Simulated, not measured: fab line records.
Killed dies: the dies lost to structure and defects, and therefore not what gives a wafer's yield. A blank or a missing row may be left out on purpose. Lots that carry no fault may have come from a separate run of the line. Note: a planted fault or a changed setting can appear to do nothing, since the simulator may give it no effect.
A struck lot beside a sound one + flow nand_harc + 13 steps out of a route of 1302
Sound: the wafers L820.1, L820.4, L820.6. Struck: wafers L825.2, L825.6 (left out: L825.4, a lot-mate that was not struck); the cause follows at the end.
Each step with rows lists, per side, the tool, then ch with its chambers, then its first start. Under that, the readings that differ: sound wafers + struck wafers + difference of the means + sigmas: that difference in standard deviations of wafers without a fault.
alike: a reading whose means differ by less than 2 such deviations, as well as words and numbers matching on both sides. not compared: withheld readings; readings where some wafer has no value; bounds like >300 that might hide an equal value; numbers whose values overlap and for which the record gives no deviation.
Wherever a step has rows on one side only, a row that says differs or no value, or a row with sigmas, the two part there. Numbers that don't overlap but have no deviation are shown without sigmas and don't part them. Lack of a reading on every wafer of one side parts them only where that side has two or more wafers.

NHARC_A_SLIT_CD_MEAS_21:
  struck on cd_sem-01, day 23 18:49; sound on cd_sem-01, day 21 14:25
  alike: cd_nm
then, 3 steps without rows for these wafers: NHARC_A_SIN_REMOVE_WET_00 (chemistry H3PO4, time 15300 s); NHARC_A_SIN_REMOVE_PRECLEAN_01 (cleans in SC1); NHARC_A_SIN_REMOVE_SRD_02.
NHARC_A_SIN_REMOVE_INSPECT_04:
  struck on defect_inspect-01, day 24 01:26; sound on defect_inspect-02, day 21 21:06
  alike: raw_defect_count
then, 1 step without rows for these wafers: NHARC_A_WL_FILL_ALD_00 (deposits Al2O3, target thk 3 nm, pulse time 3 s, ald cycles 30).
NHARC_A_WL_FILL_RTA_01: time 5 s.
  sound on rtp_anneal-02 ch 0, day 21 21:26; struck on rtp_anneal-01 ch 0, day 24 01:49
| reading          | sound                | struck        | difference | sigmas |
|------------------|----------------------|---------------|------------|--------|
| wafer_temp_C_max | 1009.1 1008.6 1008.5 | 1003.9 1003.4 | -5.1       | -3     |
  alike: lamp_power_pct
NHARC_A_WL_FILL_ALD_02: deposits TiN, target thk 2 nm, pulse time 3 s, ald cycles 100.
  sound on ald_metal-04 ch 0,1,2, day 21 21:41; struck on ald_metal-01 ch 2,3, day 24 02:00
  alike: heater_power_w, precursor_pulse_height_rel
NHARC_A_WL_FILL_CVD_03: deposits W, target thk 40 nm, time 279 s.
  sound on cvd_w-02 ch 0,1, day 21 22:09; struck on cvd_w-02 ch 0,1, day 24 02:26
  alike: chamber_pressure_Torr, heater_power_w, throttle_valve_pct
NHARC_A_WL_FILL_ETCHBACK_04: etches the open film in NF3, target depth 60 nm, time 120 s.
  sound on rie_metal-03 ch 0,1, day 21 22:32; struck on rie_metal-03 ch 1, day 24 02:49
  alike: drypump_motor_current_A, oes_product_au, run_length_s
  not compared: rf_hours_counter_h
NHARC_A_WL_FILL_ETCHBACK_05: etches the open film in Cl2/BCl3, target depth 22 nm, time 60 s.
  sound on rie_metal-03 ch 0,1, day 21 22:46; struck on rie_metal-03 ch 0, day 24 03:04
| reading          | sound          | struck    | difference | sigmas |
|------------------|----------------|-----------|------------|--------|
| run_length_s (s) | 81.4 81.2 81.3 | 47.0 47.3 | -34.1      | -76    |
  alike: drypump_motor_current_A, oes_product_au
  not compared: rf_hours_counter_h
NHARC_A_WL_FILL_STRIP_27: strips in N2/H2, time 20 s.
  sound on plasma_asher-02 ch 0,1, day 21 22:55; struck on plasma_asher-02 ch 0,1, day 24 03:11
  alike: drypump_motor_current_A, heater_power_w
  not compared: rf_hours_counter_h
next, for these wafers, 1 step has no rows: NHARC_END_SORT_01.

## WHERE THEY PART
At NHARC_A_WL_FILL_RTA_01 first; at NHARC_A_WL_FILL_ETCHBACK_05 last (within this record only). Later steps at which nothing parts them and some readings are alike: NHARC_A_WL_FILL_STRIP_27.

WHY: what the simulator had put in
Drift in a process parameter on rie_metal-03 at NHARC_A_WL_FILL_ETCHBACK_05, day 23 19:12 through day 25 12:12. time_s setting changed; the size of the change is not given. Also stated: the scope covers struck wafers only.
